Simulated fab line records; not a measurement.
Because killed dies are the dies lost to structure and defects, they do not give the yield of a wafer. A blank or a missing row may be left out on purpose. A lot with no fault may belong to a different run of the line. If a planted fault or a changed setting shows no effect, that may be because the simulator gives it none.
fab line records -- flow n5Finfet
[record] lots = 10, wafers = 27, lastDay = 18
route steps=1938 shown FIN_CUT@176 STI_FIN_REVEAL@191 DUMMY_GATE@215 PASSIVATION@1936
lots that met no fault: from a run of the same line without faults
startH: hours from the record's first day to the start of the lot's first wafer shown -- waitH: hours since the lot's step before -- " the same as in the row above -- L1.1+2: several wafers, shown together as one row -- - no value, or no start given -- * or withheld: withheld -- < > ~ a bound
route shown NAME@n: a module of which the file shows steps, and the number in the route of the first -- usual: the fault-free wafers' mean and standard deviation -- same: alike in all rows -- chamber/n: place in a boat -- sites: each site's reading -- _std_site: standard deviation across them -- _edge_site: outer sites' mean less inner sites' -- radiusMm: how far each site lies from the wafer's centre -- mask NAME#n: copy n -- behind: tool/chamber where the wafer was last shaped -- hold: what put the lot on hold/how long, in hours/how the hold closed -- device: the n, p or np transistor that did not switch -- end of line: the tests these same wafers got at the end of their route -- a step without rows: its recipe alone -- killed: dies lost to structure and defects at the first sort, not the wafer's yield -- map: shows each die of a wafer: x if killed, . if not, _ if none is there
set.NAME: setting as actually run; set.NAME@STEP: the setting as run at that earlier step -- model.NAME: the simulator's own value behind a step, which no gauge read
the route's steps for a sample of lots (tables are steps, rows are wafers)
services: from which hour (startH, from the record's first day; less than 0 if before it) a tool's chamber was out of use, for how many hours, and why
[[steps]]
[step N5_FIN_CUT_CUT_ETCH_15]
[recipe] chemistry = HBr/Cl2/O2, target = Si, targetDepthA = 1000, btTimeS = 10, maskMaterial = SOC, timeS = 42.4, ionEnergyEv = *, biasW = *, pressureMtorr = 10, icpW = 800, HBr_flow_sccm = 150, Cl2_flow_sccm = 80, O2_flow_sccm = 12
[usual] chamberPressureMTorr = 9.999/0.009, drypumpMotorCurrentA = 5.9/0.38, oes_o_777_au = 1.01/0.047, oesProductAu = 0.993/0.017, rfFwdPowerW = *, throttleValvePct = 37.0/0.3
lot.wafer,tool,chamber,startH,waitH,chamberPressureMTorr,drypumpMotorCurrentA,oes_o_777_au,oesProductAu,rfFwdPowerW,rfHoursCounterH,throttleValvePct
L614.2,rieSi-04,0,34.36,0.1,9.990,5.8,0.95,0.974,*,152,37.2
L614.3,rieSi-04,2,34.36,0.1,9.994,5.9,1.02,0.983,*,2,37.4
L614.5,rieSi-04,3,34.36,0.1,9.999,6.0,1.06,0.985,*,-,36.6
L615.1,rieSi-04,0,39.85,0.1,10.004,5.8,0.96,0.968,*,152,37.2
L615.2,rieSi-04,3,39.85,0.1,9.995,5.9,1.06,0.990,*,5,36.6
L615.4,rieSi-04,2,39.85,0.1,9.989,5.9,1.01,0.981,*,2,37.4
L624.1,rieSi-02,3,95.29,0.1,9.995,6.1,1.07,1.007,*,104,37.1
L624.4,rieSi-02,1,95.29,0.1,9.991,6.1,1.04,0.990,*,20,36.5
L624.5,rieSi-02,1,95.29,0.1,9.998,6.1,1.04,0.992,*,-,36.4
L627.1,rieSi-01,2,111.43,0.1,10.002,6.2,1.00,0.990,*,196,37.4
L627.3,rieSi-01,3,111.43,0.1,10.013,6.5,0.94,0.972,*,73,37.8
L627.4,rieSi-01,1,111.43,0.1,9.989,5.3,0.95,1.002,*,57,37.0
L628.4,rieSi-04,3,117.97,0.0,9.993,5.9,1.06,0.990,*,6,36.6
L628.5,rieSi-04,0,117.97,0.0,9.993,5.8,0.96,0.979,*,-,37.2
L628.6,rieSi-04,3,117.97,0.0,10.001,6.0,1.05,0.982,*,-,36.6
L629.1,rieSi-04,1,124.13,0.1,10.000,6.5,0.92,0.989,*,48,37.1
L629.2,rieSi-04,3,124.13,0.1,9.989,6.0,1.07,1.000,*,6,36.6
L631.1,rieSi-04,1,139.99,0.1,10.009,6.5,0.93,0.995,*,49,37.1
L631.4,rieSi-04,0,139.99,0.1,10.010,5.8,0.96,0.974,*,154,37.2
L631.5,rieSi-04,1,139.99,0.1,9.993,6.5,0.94,0.998,*,-,37.1
L632.4,rieSi-01,2,145.62,0.0,9.992,6.2,1.05,1.026,*,0,37.0
L632.6,rieSi-01,3,145.62,0.0,10.015,6.5,0.96,0.981,*,-,37.7
L633.2,rieSi-04,2,150.58,0.1,10.004,5.9,1.02,0.979,*,4,37.4
L633.3,rieSi-04,3,150.58,0.1,10.010,6.0,1.05,0.980,*,6,36.6
L633.6,rieSi-04,3,150.58,0.1,10.014,5.9,1.05,0.987,*,-,36.6
L635.4,rieSi-04,2,160.95,0.0,10.013,5.9,1.02,0.984,*,4,37.4
L635.6,rieSi-04,3,160.95,0.0,10.006,5.9,1.06,0.988,*,-,36.7
[step N5_STI_FIN_REVEAL_STRIP_24]
[recipe] chemistry = N2/H2, timeS = 90, powerW = 100, tempC = 40, pressureMtorr = 100, rfFrequencyHz = 6e+07, biasPowerW = 3, n2FlowSccm = 300, h2FlowSccm = 300
[usual] biasPowerW = 3.000/0.0084, chamberPressureMTorr = 100.00/0.097, drypumpMotorCurrentA = 5.7/0.42, h2FlowSccm = 300.0/0.85, oesProductAu = 0.82/0.098, rfVppV = 45.3/0.84, showerheadPlenumPTorr = 3.42/0.1, throttleValvePct = 12.14/0.24
lot.wafer,tool,chamber,startH,waitH,biasPowerW,chamberPressureMTorr,drypumpMotorCurrentA,h2FlowSccm,oesProductAu,rfHoursCounterH,rfVppV,showerheadPlenumPTorr,throttleValvePct
L614.2,rieDiel-06,1,40.45,0.0,3.005,100.06,6.2,300.6,0.75,163,43.8,3.23,12.30
L614.3,rieDiel-06,3,40.45,0.0,2.995,100.12,5.1,300.2,0.72,223,45.6,3.46,12.41
L614.5,rieDiel-06,2,40.45,0.0,3.005,99.93,5.3,299.1,0.96,-,44.7,3.59,11.86
L615.1,rieDiel-01,0,46.30,0.0,3.000,100.04,5.4,300.2,0.96,14,45.2,3.43,11.84
L615.2,rieDiel-01,3,46.30,0.0,2.996,99.97,5.6,300.4,0.72,169,46.3,3.50,12.34
L615.4,rieDiel-01,2,46.30,0.0,3.019,99.98,4.9,300.3,0.69,238,44.5,3.47,12.42
L624.1,rieDiel-01,1,101.55,0.0,2.997,100.07,6.1,299.2,0.89,49,45.1,3.40,11.98
L624.4,rieDiel-01,1,101.55,0.0,3.002,100.02,6.1,298.6,0.88,-,45.2,3.40,11.98
L624.5,rieDiel-01,1,101.55,0.0,2.989,99.76,6.1,299.0,0.89,-,45.0,3.40,11.99
L627.1,rieDiel-06,2,117.41,0.0,2.998,100.01,5.3,299.5,0.89,36,44.9,3.57,11.93
L627.3,rieDiel-06,1,117.41,0.0,2.997,100.13,6.1,299.2,0.71,194,46.7,3.21,12.37
L627.4,rieDiel-06,0,117.41,0.0,2.985,100.07,5.3,300.0,0.76,147,45.1,3.40,12.42
L628.4,rieDiel-01,2,123.98,0.0,3.002,99.95,4.9,299.8,0.98,6,45.4,3.46,11.83
L628.5,rieDiel-01,1,123.98,0.0,2.990,99.90,6.1,300.1,0.87,-,46.4,3.40,12.00
L628.6,rieDiel-01,2,123.98,0.0,2.994,100.12,4.9,300.1,0.98,-,44.7,3.46,11.84
L629.1,rieDiel-01,0,130.14,0.0,2.989,100.02,5.4,302.5,0.89,43,46.1,3.41,11.91
L629.2,rieDiel-01,3,130.14,0.0,2.998,100.12,5.6,301.3,0.71,202,47.3,3.48,12.43
L631.1,rieDiel-05,2,146.13,0.0,2.995,100.05,5.8,299.5,0.89,36,44.9,3.30,12.10
L631.4,rieDiel-05,0,146.13,0.0,2.991,99.99,5.7,300.3,0.82,85,43.7,3.44,11.89
L631.5,rieDiel-05,2,146.13,0.0,2.998,100.09,5.8,298.0,0.88,-,45.9,3.30,12.08
L632.4,rieDiel-01,1,151.83,0.0,3.013,100.02,6.2,298.7,0.85,71,44.1,3.39,12.04
L632.6,rieDiel-01,0,151.83,0.0,2.994,99.87,5.5,299.8,0.88,-,44.9,3.41,11.94
L633.2,rieDiel-01,2,156.67,0.0,3.008,100.07,4.9,299.4,0.94,19,45.5,3.45,11.88
L633.3,rieDiel-01,1,156.67,0.0,3.000,100.06,6.1,300.6,0.85,74,45.9,3.39,12.04
L633.6,rieDiel-01,1,156.67,0.0,3.005,99.92,6.1,300.6,0.86,-,45.4,3.39,12.05
L635.4,rieDiel-05,2,167.28,0.0,3.001,100.01,5.8,301.3,0.87,44,45.4,3.29,12.11
L635.6,rieDiel-05,0,167.28,0.0,2.998,100.00,5.7,299.6,0.81,-,45.0,3.43,11.93
[step N5_STI_FIN_REVEAL_CD_MEAS_22]
[recipe] targetCdNm = 6.238, pitchNm = 28, polarity = line
[usual] cdNm = 6.26/0.28
lot.wafer,tool,chamber,startH,waitH,cdNm
L614.2,cdSem-02,-,43.42,0.0,6.47
L614.3,cdSem-02,-,43.42,0.0,6.24
L614.5,cdSem-02,-,43.42,0.0,6.07
L615.1,cdSem-03,-,49.49,0.0,5.84
L615.2,cdSem-03,-,49.49,0.0,6.24
L615.4,cdSem-03,-,49.49,0.0,6.15
L624.1,cdSem-03,-,104.53,0.0,6.22
L624.4,cdSem-03,-,104.53,0.0,6.74
L624.5,cdSem-03,-,104.53,0.0,6.57
L627.1,cdSem-01,-,120.30,0.0,6.54
L627.3,cdSem-01,-,120.30,0.0,6.36
L627.4,cdSem-01,-,120.30,0.0,6.39
L628.4,cdSem-01,-,126.91,0.0,6.50
L628.5,cdSem-01,-,126.91,0.0,6.52
L628.6,cdSem-01,-,126.91,0.0,6.32
L629.1,cdSem-01,-,133.04,0.0,6.38
L629.2,cdSem-01,-,133.04,0.0,6.20
L631.1,cdSem-01,-,149.04,0.0,6.94
L631.4,cdSem-01,-,149.04,0.0,6.56
L631.5,cdSem-01,-,149.04,0.0,5.84
L632.4,cdSem-01,-,154.74,0.0,6.51
L632.6,cdSem-01,-,154.74,0.0,6.38
L633.2,cdSem-01,-,159.56,0.0,6.18
L633.3,cdSem-01,-,159.56,0.0,6.35
L633.6,cdSem-01,-,159.56,0.0,6.49
L635.4,cdSem-02,-,170.17,0.0,6.20
L635.6,cdSem-02,-,170.17,0.0,5.99
[step N5_DUMMY_GATE_CVD_03]
[recipe] material = a-Si, targetThkA = 1500, tempC = 530, precursor = SiH4, timeS = 8042
[usual] spikeTcBottomC = 553.4/2.5, spikeTcCentreC = 529.9/1.3, spikeTcLowerC = 530.8/1.6, spikeTcTopC = 552.0/0.64, spikeTcUpperC = 528.8/1.3, susceptorTempC = 529.99/0.17
lot.wafer,tool,chamber,startH,waitH,spikeTcBottomC,spikeTcCentreC,spikeTcLowerC,spikeTcTopC,spikeTcUpperC,susceptorTempC
L614.2,lpcvd-01,1/45,43.74,0.1,552.3,528.2,531.7,551.5,530.1,530.09
L614.3,lpcvd-01,1/50,43.74,0.1,552.3,528.2,531.7,551.5,530.1,530.09
L614.5,lpcvd-01,1/59,43.74,0.1,552.3,528.2,531.7,551.5,530.1,530.09
L615.1,lpcvd-01,0/65,50.18,0.1,556.1,531.0,528.9,552.1,527.3,529.73
L615.2,lpcvd-01,0/70,50.18,0.1,556.1,531.0,528.9,552.1,527.3,529.73
L615.4,lpcvd-01,0/79,50.18,0.1,556.1,531.0,528.9,552.1,527.3,529.73
L624.1,lpcvd-02,0/90,105.32,0.1,577.5,554.8,554.6,574.0,553.7,554.32
L624.4,lpcvd-02,0/104,105.32,0.1,577.5,554.8,554.6,574.0,553.7,554.32
L624.5,lpcvd-02,0/109,105.32,0.1,577.5,554.8,554.6,574.0,553.7,554.32
L627.1,lpcvd-02,1/65,120.62,0.1,572.9,554.3,556.4,575.8,554.6,554.40
L627.3,lpcvd-02,1/75,120.62,0.1,572.9,554.3,556.4,575.8,554.6,554.40
L627.4,lpcvd-02,1/79,120.62,0.1,572.9,554.3,556.4,575.8,554.6,554.40
L628.4,lpcvd-01,1/54,127.22,0.1,552.7,528.6,531.4,551.6,529.8,530.13
L628.5,lpcvd-01,1/59,127.22,0.1,552.7,528.6,531.4,551.6,529.8,530.13
L628.6,lpcvd-01,1/64,127.22,0.1,552.7,528.6,531.4,551.6,529.8,530.13
L629.1,lpcvd-01,0/40,134.27,0.1,556.2,531.9,528.4,552.9,527.7,529.75
L629.2,lpcvd-01,0/45,134.27,0.1,556.2,531.9,528.4,552.9,527.7,529.75
L631.1,lpcvd-01,0/90,149.42,0.1,555.5,530.8,529.3,552.1,526.6,530.04
L631.4,lpcvd-01,0/104,149.42,0.1,555.5,530.8,529.3,552.1,526.6,530.04
L631.5,lpcvd-01,0/109,149.42,0.1,555.5,530.8,529.3,552.1,526.6,530.04
L632.4,lpcvd-01,1/79,155.09,0.1,552.4,528.3,532.5,550.9,529.4,530.08
L632.6,lpcvd-01,1/89,155.09,0.1,552.4,528.3,532.5,550.9,529.4,530.08
L633.2,lpcvd-01,1/95,159.88,0.1,552.8,528.4,532.6,551.7,529.7,529.66
L633.3,lpcvd-01,1/100,159.88,0.1,552.8,528.4,532.6,551.7,529.7,529.66
L633.6,lpcvd-01,1/114,159.88,0.1,552.8,528.4,532.6,551.7,529.7,529.66
L635.4,lpcvd-01,0/79,170.49,0.1,555.5,531.4,529.6,552.6,527.4,530.21
L635.6,lpcvd-01,0/89,170.49,0.1,555.5,531.4,529.6,552.6,527.4,530.21
[step N5_DUMMY_GATE_CMP_04]
[recipe] material = a-Si, postCmpClean = alkalineBrush
[usual] motorCurrentA = 9.7/0.89, timeToEndpointS = 14.0/2.3
lot.wafer,tool,chamber,startH,waitH,motorCurrentA,timeToEndpointS
L614.3,cmp-03,2,47.52,0.1,8.6,14.9
L614.2,cmp-03,3,47.52,0.1,10.5,16.1
L614.5,cmp-03,2,47.52,0.1,9.0,12.4
L615.1,cmp-01,2,53.91,0.0,11.5,12.4
L615.4,cmp-01,3,53.91,0.0,10.0,11.3
L615.2,cmp-01,1,53.91,0.0,9.7,13.2
L624.4,cmp-02,1,109.06,0.0,8.9,41.5
L624.1,cmp-02,0,109.06,0.0,10.2,40.8
L624.5,cmp-02,1,109.06,0.0,8.7,40.2
L627.3,cmp-03,3,124.36,0.0,10.7,37.3
L627.1,cmp-03,1,124.36,0.0,8.9,41.1
L627.4,cmp-03,2,124.36,0.0,8.9,37.0
L628.4,cmp-02,0,131.05,0.1,10.2,16.6
L628.6,cmp-02,1,131.05,0.1,8.9,15.5
L628.5,cmp-02,2,131.05,0.1,7.9,14.8
L629.2,cmp-03,2,138.08,0.1,9.4,11.8
L629.1,cmp-03,3,138.08,0.1,10.3,15.6
L631.1,cmp-01,2,153.23,0.1,11.0,11.2
L631.4,cmp-01,0,153.23,0.1,10.2,11.4
L631.5,cmp-01,1,153.23,0.1,10.5,9.9
L632.4,cmp-01,3,158.83,0.0,9.9,14.3
L632.6,cmp-01,0,158.83,0.0,9.9,12.5
L633.2,cmp-03,0,163.68,0.1,9.0,12.9
L633.3,cmp-03,1,163.68,0.1,8.8,16.8
L633.6,cmp-03,2,163.68,0.1,8.8,8.9
L635.4,cmp-03,2,176.25,0.2,9.1,10.7
L635.6,cmp-03,3,176.25,0.2,11.0,14.4
[step N5_PASSIVATION_PROBE_49]
[usual] killed_at_M0_to_M3 = 31/11, killed_at_M4_up = 14/5.1, killedAtContacts = 12/5.6, killedAtFrontEnd = 42/12, killedAtOther = 3.8/2.9, killedDies = 103/18, killedOpen = 67/14, killedShort = 33/8
[same] grossDies = 1180, killedAtBackSide = 0
lot.wafer,tool,chamber,startH,waitH,killed_at_M0_to_M3,killed_at_M4_up,killedAtContacts,killedAtFrontEnd,killedAtOther,killedDies,killedOpen,killedShort
L624.1,prober-01,-,364.64,0.0,26,9,13,36,6,90,53,31
L624.4,prober-01,-,364.79,0.2,40,14,7,51,11,123,73,40
L624.5,prober-01,-,364.84,0.2,25,14,16,34,8,97,56,37
// killed by level:class
L624.1 MOL_CONTACT_COAG:geometricParticle:open=9 FIN_SAQP:geometricParticle:short=6 BEOL_M3:geometricParticle:open=6 GATE_CUT:geometricParticle:short=5 STI_FIN_REVEAL:geometricParticle:open=5 BEOL_M0_SAQP:geometricParticle:open=5 BEOL_M2:geometricParticle:open=5 MOL_CONTACT_COAG:geometricParticle:short=4
L624.4 BEOL_M3:geometricParticle:open=11 STI_FIN_REVEAL:geometricParticle:open=10 BEOL_M0_SAQP:geometricParticle:open=9 BEOL_M0_SAQP:geometricParticle:short=9 HKMG_FIN:areaEtch=9 FIN_SAQP:geometricParticle:short=8 BEOL_M2:geometricParticle:open=7 FIN_SAQP:geometricParticle:open=5
L624.5 MOL_CONTACT_COAG:geometricParticle:open=12 FIN_SAQP:geometricParticle:open=7 BEOL_M3:geometricParticle:open=7 DUMMY_GATE:geometricParticle:open=6 BEOL_M2:geometricParticle:short=6 FIN_SAQP:geometricParticle:short=5 BEOL_M0_SAQP:geometricParticle:open=5 BEOL_M4:geometricParticle:open=5
[[services]]
tool,chamber,startH,hours,kind
rieDiel-01,-,11.46,14.6,pm
rieSi-02,1,27.49,3.1,repair
rieDiel-06,0,33.54,14.8,repair
cmp-02,-,36.04,1.5,repair
cmp-02,-,43.29,0.5,repair
rieDiel-06,3,44.54,8.9,repair
rieSi-04,-,46.61,1.2,repair
cmp-03,-,53.58,1.2,repair
cmp-02,-,60.17,4.0,pm
lpcvd-02,-,64.92,6.1,pm
cmp-03,-,78.65,10.7,pm
rieDiel-01,2,79.53,-,clean
rieDiel-01,2,79.53,-,consumableReplace:focusRing
rieDiel-05,1,89.71,3.3,repair
cmp-02,-,95.02,0.8,repair
rieDiel-06,3,100.54,10.5,repair
cmp-03,-,116.87,4.2,pm
rieSi-01,1,123.29,8.5,repair
rieDiel-06,-,125.58,28.1,pm
cmp-03,-,126.97,0.4,repair
rieDiel-01,2,128.72,2.3,repair
cmp-02,-,161.40,8.3,pm
cmp-01,-,164.60,2.4,repair
lpcvd-01,-,165.72,2.3,repair
[[key]]
[firstSign] step = N5_DUMMY_GATE_CVD_03, reading = susceptorTempC, direction = up, sigmas = 99+, usual = *, struck = *
[effect] step = N5_DUMMY_GATE_CVD_03, reading = spikeTcTopC, direction = up, sigmas = 36, usual = 552.0, struck = 574.9
[effect] step = N5_DUMMY_GATE_CMP_04, reading = timeToEndpointS, direction = up, sigmas = 11, usual = *, struck = *
metAt N5_DUMMY_GATE_CVD_03
struckLots L624,L627
testerLeftOut L624,L627
notActingAt N5_FIN_CUT_CUT_ETCH_15,N5_STI_FIN_REVEAL_STRIP_24,N5_STI_FIN_REVEAL_CD_MEAS_22
[fault] kind = processParameterDrift, tool = lpcvd-02, chamber = -, onsetH = 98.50, steps = N5_DUMMY_GATE_CVD_03, channel = tempC, offset = *, shape = step, endH = 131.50, actsIn = *, stated = *
// testerLeftOut: of these lots the tester's yield and bins aren't shown, on N5 and GAA mostly nor the transistor test; their killed dies are dies lost to structure and defects alone, not to doping, threshold or leakage, so they don't give the yield
